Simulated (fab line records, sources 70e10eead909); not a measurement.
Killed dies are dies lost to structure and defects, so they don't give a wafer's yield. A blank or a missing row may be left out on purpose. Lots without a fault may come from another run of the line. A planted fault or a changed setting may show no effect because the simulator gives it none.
A struck lot beside a sound one | flow nand_harc | 13 steps out of a route of 1159
Sound: wafers L971.2, L971.5, L971.6. Struck: wafer L984.5. (L984.1, L984.4 of the same lot were not struck and are left out.) The cause comes at the end.
At each step with rows: each side's tool, then ch and its chambers, then its first start. Under that, the readings that differ: sound wafers | struck wafers | difference of the means | sigmas: that difference in standard deviations of wafers without a fault.
alike: readings whose means differ by less than 2 such deviations, and words and numbers that are the same on both sides. not compared: withheld readings, readings that some wafer has no value for, bounds like >300 that may hide the same value, and numbers for which the record gives no deviation and whose values overlap.
The two part at a step that has a row with sigmas, a row that says differs or no value, or rows on one side only. Numbers that don't overlap but have no deviation are shown without sigmas and don't part them. A reading that every wafer of one side lacks parts them only if that side has two wafers or more.

first, 1 step without rows for these wafers: NHARC_A_SLIT_SRD_20.
NHARC_A_SLIT_CD_MEAS_21:
  sound on cd_sem-02, day 16 05:23; struck on cd_sem-03, day 19 09:06
  alike: cd_nm
then, 3 steps without rows for these wafers: NHARC_A_SIN_REMOVE_WET_00 (chemistry H3PO4, time 15300 s); NHARC_A_SIN_REMOVE_PRECLEAN_01 (cleans in SC1); NHARC_A_SIN_REMOVE_SRD_02.
NHARC_A_SIN_REMOVE_INSPECT_04:
  sound on defect_inspect-02, day 16 11:26; struck on defect_inspect-02, day 19 17:19
  alike: raw_defect_count
NHARC_A_WL_FILL_ALD_00: deposits Al2O3, target thk 3 nm, pulse time 3 s, ald cycles 30.
  sound on ald_hk-02 ch 0,1,2, day 16 13:41; struck on ald_hk-01 ch 3, day 19 17:23
  alike: heater_power_w, precursor_pulse_height_rel
NHARC_A_WL_FILL_RTA_01: time 5 s.
  sound on rtp_anneal-01 ch 0, day 16 14:00; struck on rtp_anneal-01 ch 0, day 19 17:46
  alike: lamp_power_pct, lamp_zone_1_pct, lamp_zone_4_pct, wafer_temp_C_max
NHARC_A_WL_FILL_ALD_02: deposits TiN, target thk 2 nm, pulse time 3 s, ald cycles 100.
  sound on ald_metal-04 ch 0,3, day 16 14:14; struck on ald_metal-04 ch 1, day 19 18:04
  alike: heater_power_w, precursor_pulse_height_rel
NHARC_A_WL_FILL_CVD_03: deposits W, target thk 40 nm, time 3302 s.
  sound on cvd_w-02 ch 0,1, day 16 17:40; struck on cvd_w-02 ch 1, day 19 23:54
  alike: heater_power_w, mfc_ar_sccm, mfc_h2_sccm, throttle_valve_pct
NHARC_A_WL_FILL_ETCHBACK_04: etches the open film in NF3, target depth 60 nm, time 120 s.
  sound on rie_metal-01 ch 0,1, day 16 20:33; struck on rie_metal-02 ch 0, day 20 00:53
  reading          | sound             | struck | difference | sigmas
  run_length_s (s) | 140.8 141.1 141.5 | 138.1  | -3.0       | -6
  alike: drypump_motor_current_A, oes_product_au
  not compared: rf_hours_counter_h
NHARC_A_WL_FILL_ETCHBACK_05: etches the open film in Cl2/BCl3, target depth 22 nm, time 60 s.
  sound on rie_metal-01 ch 0,1, day 16 20:49; struck on rie_metal-02 ch 0, day 20 01:07
  alike: drypump_motor_current_A, oes_product_au, run_length_s, temp_c
  not compared: rf_hours_counter_h
NHARC_END_SORT_01:
  the record has rows for the sound wafers here (prober-02 ch 0, day 20 21:49) and none for the struck ones

WHERE THEY PART
First at NHARC_A_WL_FILL_ETCHBACK_04; last, within this record, at NHARC_END_SORT_01.

WHY: what the simulator had put in
Process parameter drift: rie_metal-02, from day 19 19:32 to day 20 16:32, at NHARC_A_WL_FILL_ETCHBACK_04. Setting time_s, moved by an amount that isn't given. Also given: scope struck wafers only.
